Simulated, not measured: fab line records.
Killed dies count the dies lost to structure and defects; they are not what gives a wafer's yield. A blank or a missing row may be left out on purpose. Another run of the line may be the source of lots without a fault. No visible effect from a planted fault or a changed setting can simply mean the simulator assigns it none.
What tool caused it? || flow n5_finfet || Sampling: 22 lots, 66 wafers, 2 of 1938 route steps

== WHAT THE GAUGES READ, wafer by wafer ==
N5_PMOS_HMC_CHANNEL_EPI_CD_MEAS_09: target cd 237.4 nm.
{"lot": "L074", "measured": "day 1 17:42", "on": "cd_sem-01", "cd_nm (nm)": "237.2 237.9 237.1"}
{"lot": "L075", "measured": "day 1 23:31", "on": "cd_sem-01", "cd_nm (nm)": "236.4 236.6 235.6"}
{"lot": "L076", "measured": "day 2 05:36", "on": "cd_sem-02", "cd_nm (nm)": "239.0 237.8 237.5"}
{"lot": "L077", "measured": "day 2 10:59", "on": "cd_sem-01", "cd_nm (nm)": "239.2 239.1 238.2"}
{"lot": "L078", "measured": "day 2 17:36", "on": "cd_sem-03", "cd_nm (nm)": "237.9 237.2 237.6"}
{"lot": "L079", "measured": "day 2 23:17", "on": "cd_sem-02", "cd_nm (nm)": "238.5 238.1 238.3"}
{"lot": "L080", "measured": "day 3 04:59", "on": "cd_sem-01", "cd_nm (nm)": "238.0 237.6 236.2"}
{"lot": "L081", "measured": "day 3 11:36", "on": "cd_sem-02", "cd_nm (nm)": "237.6 237.9 238.7"}
{"lot": "L082", "measured": "day 3 17:04", "on": "cd_sem-03", "cd_nm (nm)": "238.8 238.8 238.1"}
{"lot": "L083", "measured": "day 3 23:12", "on": "cd_sem-02", "cd_nm (nm)": "236.8 236.0 236.5"}
{"lot": "L084", "measured": "day 4 05:44", "on": "cd_sem-03", "cd_nm (nm)": "237.9 239.0 239.3"}
{"lot": "L085", "measured": "day 4 11:22", "on": "cd_sem-03", "cd_nm (nm)": "237.3 236.0 237.7"}
{"lot": "L086", "measured": "day 4 18:01", "on": "cd_sem-03", "cd_nm (nm)": "235.2 237.7 236.4"}
{"lot": "L087", "measured": "day 4 23:24", "on": "cd_sem-02", "cd_nm (nm)": "234.5 235.2 236.3"}
{"lot": "L088", "measured": "day 5 05:41", "on": "cd_sem-03", "cd_nm (nm)": "237.9 235.4 236.0"}
{"lot": "L089", "measured": "day 5 11:37", "on": "cd_sem-02", "cd_nm (nm)": "236.7 238.0 235.6"}
{"lot": "L091", "measured": "day 5 23:23", "on": "cd_sem-02", "cd_nm (nm)": "237.8 238.5 236.7"}
{"lot": "L092", "measured": "day 6 05:56", "on": "cd_sem-03", "cd_nm (nm)": "236.5 237.6 237.2"}
{"lot": "L093", "measured": "day 6 12:23", "on": "cd_sem-03", "cd_nm (nm)": "239.4 237.8 238.4"}
{"lot": "L094", "measured": "day 6 17:52", "on": "cd_sem-01", "cd_nm (nm)": "238.0 237.4 237.7"}
{"lot": "L095", "measured": "day 6 23:28", "on": "cd_sem-02", "cd_nm (nm)": "238.1 236.9 239.2"}
{"lot": "L097", "measured": "day 7 11:16", "on": "cd_sem-01", "cd_nm (nm)": "236.9 236.6 238.2"}

== WHAT TOOL EACH LOT RAN ON (gives the tool, then ch and the chambers of the sampled wafers, and finally the start) ==
{"lot": "L074", "N5_WELL_APT_DESCUM_30": "rie_diel-01 ch 0,3, day 1 15:25"}
{"lot": "L075", "N5_WELL_APT_DESCUM_30": "rie_diel-03 ch 0,1, day 1 21:20"}
{"lot": "L076", "N5_WELL_APT_DESCUM_30": "rie_diel-06 ch 1,3, day 2 03:31"}
{"lot": "L077", "N5_WELL_APT_DESCUM_30": "rie_diel-06 ch 0,1, day 2 08:54"}
{"lot": "L078", "N5_WELL_APT_DESCUM_30": "rie_diel-03 ch 0,2, day 2 15:04"}
{"lot": "L079", "N5_WELL_APT_DESCUM_30": "rie_diel-03 ch 0,1,3, day 2 21:03"}
{"lot": "L080", "N5_WELL_APT_DESCUM_30": "rie_diel-01 ch 1,2, day 3 02:55"}
{"lot": "L081", "N5_WELL_APT_DESCUM_30": "rie_diel-03 ch 0,1,3, day 3 09:02"}
{"lot": "L082", "N5_WELL_APT_DESCUM_30": "rie_diel-01 ch 0,2, day 3 14:56"}
{"lot": "L083", "N5_WELL_APT_DESCUM_30": "rie_diel-06 ch 0,3, day 3 20:47"}
{"lot": "L084", "N5_WELL_APT_DESCUM_30": "rie_diel-03 ch 0,1,3, day 4 03:19"}
{"lot": "L085", "N5_WELL_APT_DESCUM_30": "rie_diel-03 ch 0,2, day 4 08:54"}
{"lot": "L086", "N5_WELL_APT_DESCUM_30": "rie_diel-03 ch 1,3, day 4 15:33"}
{"lot": "L087", "N5_WELL_APT_DESCUM_30": "rie_diel-06 ch 0,3, day 4 21:02"}
{"lot": "L088", "N5_WELL_APT_DESCUM_30": "rie_diel-01 ch 0,1,3, day 5 03:22"}
{"lot": "L089", "N5_WELL_APT_DESCUM_30": "rie_diel-03 ch 2,3, day 5 09:08"}
{"lot": "L091", "N5_WELL_APT_DESCUM_30": "rie_diel-03 ch 0,2,3, day 5 21:02"}
{"lot": "L092", "N5_WELL_APT_DESCUM_30": "rie_diel-06 ch 0,1,2, day 6 03:07"}
{"lot": "L093", "N5_WELL_APT_DESCUM_30": "rie_diel-01 ch 0,1,2, day 6 09:32"}
{"lot": "L094", "N5_WELL_APT_DESCUM_30": "rie_diel-01 ch 0,1, day 6 15:22"}
{"lot": "L095", "N5_WELL_APT_DESCUM_30": "rie_diel-01 ch 0,1,3, day 6 20:56"}
{"lot": "L097", "N5_WELL_APT_DESCUM_30": "rie_diel-01 ch 0,1,2, day 7 08:54"}
- N5_WELL_APT_DESCUM_30: chemistry O2, time 7.9 s.

== WHAT THE TOOLS THEMSELVES READ (means of the sampled wafers that have a number; where no wafer has one, the mark that the record gives instead) ==
N5_WELL_APT_DESCUM_30.
{"lot": "L074", "tool": "rie_diel-01", "drypump_motor_current_A (A)": 5.7, "oes_product_au (a.u.)": 0.86, "rf_vpp_V (V)": 243.9, "showerhead_plenum_p_Torr (Torr)": 2.06, "temp_c (C)": 39.97, "throttle_valve_pct (%)": 20.20}
{"lot": "L075", "tool": "rie_diel-03", "drypump_motor_current_A (A)": 5.6, "oes_product_au (a.u.)": 0.72, "rf_vpp_V (V)": 243.0, "showerhead_plenum_p_Torr (Torr)": 2.12, "temp_c (C)": 39.96, "throttle_valve_pct (%)": 20.34}
{"lot": "L076", "tool": "rie_diel-06", "drypump_motor_current_A (A)": 5.8, "oes_product_au (a.u.)": 0.72, "rf_vpp_V (V)": 242.7, "showerhead_plenum_p_Torr (Torr)": 2.09, "temp_c (C)": 39.99, "throttle_valve_pct (%)": 20.60}
{"lot": "L077", "tool": "rie_diel-06", "drypump_motor_current_A (A)": 5.7, "oes_product_au (a.u.)": 0.77, "rf_vpp_V (V)": 243.2, "showerhead_plenum_p_Torr (Torr)": 2.06, "temp_c (C)": 40.13, "throttle_valve_pct (%)": 20.29}
{"lot": "L078", "tool": "rie_diel-03", "drypump_motor_current_A (A)": 5.4, "oes_product_au (a.u.)": 0.74, "rf_vpp_V (V)": 241.6, "showerhead_plenum_p_Torr (Torr)": 2.00, "temp_c (C)": 40.03, "throttle_valve_pct (%)": 20.41}
{"lot": "L079", "tool": "rie_diel-03", "drypump_motor_current_A (A)": 5.6, "oes_product_au (a.u.)": 0.77, "rf_vpp_V (V)": 243.1, "showerhead_plenum_p_Torr (Torr)": 2.10, "temp_c (C)": 40.08, "throttle_valve_pct (%)": 20.41}
{"lot": "L080", "tool": "rie_diel-01", "drypump_motor_current_A (A)": 6.0, "oes_product_au (a.u.)": 0.69, "rf_vpp_V (V)": 241.6, "showerhead_plenum_p_Torr (Torr)": 2.08, "temp_c (C)": 40.00, "throttle_valve_pct (%)": 20.79}
{"lot": "L081", "tool": "rie_diel-03", "drypump_motor_current_A (A)": 5.6, "oes_product_au (a.u.)": 0.77, "rf_vpp_V (V)": 243.3, "showerhead_plenum_p_Torr (Torr)": 2.10, "temp_c (C)": 40.00, "throttle_valve_pct (%)": 20.42}
{"lot": "L082", "tool": "rie_diel-01", "drypump_motor_current_A (A)": 5.5, "oes_product_au (a.u.)": 0.68, "rf_vpp_V (V)": 242.6, "showerhead_plenum_p_Torr (Torr)": 2.08, "temp_c (C)": 40.08, "throttle_valve_pct (%)": 20.81}
{"lot": "L083", "tool": "rie_diel-06", "drypump_motor_current_A (A)": 5.9, "oes_product_au (a.u.)": 0.78, "rf_vpp_V (V)": 241.8, "showerhead_plenum_p_Torr (Torr)": 2.04, "temp_c (C)": 40.05, "throttle_valve_pct (%)": 20.26}
{"lot": "L084", "tool": "rie_diel-03", "drypump_motor_current_A (A)": 5.6, "oes_product_au (a.u.)": 0.74, "rf_vpp_V (V)": 243.2, "showerhead_plenum_p_Torr (Torr)": 2.10, "temp_c (C)": 39.95, "throttle_valve_pct (%)": 20.43}
{"lot": "L085", "tool": "rie_diel-03", "drypump_motor_current_A (A)": 5.6, "oes_product_au (a.u.)": 0.72, "rf_vpp_V (V)": 240.9, "showerhead_plenum_p_Torr (Torr)": 1.99, "temp_c (C)": 40.07, "throttle_valve_pct (%)": 20.58}
{"lot": "L086", "tool": "rie_diel-03", "drypump_motor_current_A (A)": 5.8, "oes_product_au (a.u.)": 0.78, "rf_vpp_V (V)": 243.8, "showerhead_plenum_p_Torr (Torr)": 2.15, "temp_c (C)": 40.03, "throttle_valve_pct (%)": 20.54}
{"lot": "L087", "tool": "rie_diel-06", "drypump_motor_current_A (A)": 5.8, "oes_product_au (a.u.)": 0.78, "rf_vpp_V (V)": 242.0, "showerhead_plenum_p_Torr (Torr)": 2.04, "temp_c (C)": 39.80, "throttle_valve_pct (%)": 20.27}
{"lot": "L088", "tool": "rie_diel-01", "drypump_motor_current_A (A)": 5.7, "oes_product_au (a.u.)": 0.75, "rf_vpp_V (V)": 242.7, "showerhead_plenum_p_Torr (Torr)": 2.06, "temp_c (C)": 40.16, "throttle_valve_pct (%)": 20.47}
{"lot": "L089", "tool": "rie_diel-03", "drypump_motor_current_A (A)": 5.8, "oes_product_au (a.u.)": 0.79, "rf_vpp_V (V)": 242.5, "showerhead_plenum_p_Torr (Torr)": 2.09, "temp_c (C)": 40.04, "throttle_valve_pct (%)": 20.66}
{"lot": "L091", "tool": "rie_diel-03", "drypump_motor_current_A (A)": 5.6, "oes_product_au (a.u.)": 0.75, "rf_vpp_V (V)": 241.8, "showerhead_plenum_p_Torr (Torr)": 2.04, "temp_c (C)": 40.05, "throttle_valve_pct (%)": 20.56}
{"lot": "L092", "tool": "rie_diel-06", "drypump_motor_current_A (A)": 5.5, "oes_product_au (a.u.)": 0.83, "rf_vpp_V (V)": 242.8, "showerhead_plenum_p_Torr (Torr)": 2.07, "temp_c (C)": 39.86, "throttle_valve_pct (%)": 20.34}
{"lot": "L093", "tool": "rie_diel-01", "drypump_motor_current_A (A)": 5.6, "oes_product_au (a.u.)": 0.77, "rf_vpp_V (V)": 243.4, "showerhead_plenum_p_Torr (Torr)": 2.07, "temp_c (C)": 39.99, "throttle_valve_pct (%)": 20.68}
{"lot": "L094", "tool": "rie_diel-01", "drypump_motor_current_A (A)": 5.8, "oes_product_au (a.u.)": 0.68, "rf_vpp_V (V)": 242.3, "showerhead_plenum_p_Torr (Torr)": 2.07, "temp_c (C)": 40.04, "throttle_valve_pct (%)": 20.71}
{"lot": "L095", "tool": "rie_diel-01", "drypump_motor_current_A (A)": 5.8, "oes_product_au (a.u.)": 0.73, "rf_vpp_V (V)": 242.6, "showerhead_plenum_p_Torr (Torr)": 2.06, "temp_c (C)": 39.95, "throttle_valve_pct (%)": 20.49}
{"lot": "L097", "tool": "rie_diel-01", "drypump_motor_current_A (A)": 5.7, "oes_product_au (a.u.)": 0.76, "rf_vpp_V (V)": 242.1, "showerhead_plenum_p_Torr (Torr)": 2.07, "temp_c (C)": 40.10, "throttle_valve_pct (%)": 20.70}

== THE ANSWER, worked out from the rows above alone ==
Rule: the lots themselves supply what counts as usual. The widest of any qualifying gaps counts: lots, ordered by their means at a reading, are off when they make up no more than a third of the lots, leave a main group of 4 or more, and stand apart from it by 3 or more times the standard deviation of that group's means. A main group whose means are all the same, to the digits that the tables above print for the reading, isn't used. A lot without any number at a reading at which 4 lots or more have one is off too. Any other lot the step has rows for is counted as sound. Order of review: gauges by route order, followed by the tools' own readings, for which a lot's mean as printed above is used. At the first step where some lot is off, the reading lying furthest off is the one used; lots without a number count as furthest.
None of the lots is off at any reading shown; this tells nothing.

== WHAT THE SIMULATOR HAD INSERTED ==
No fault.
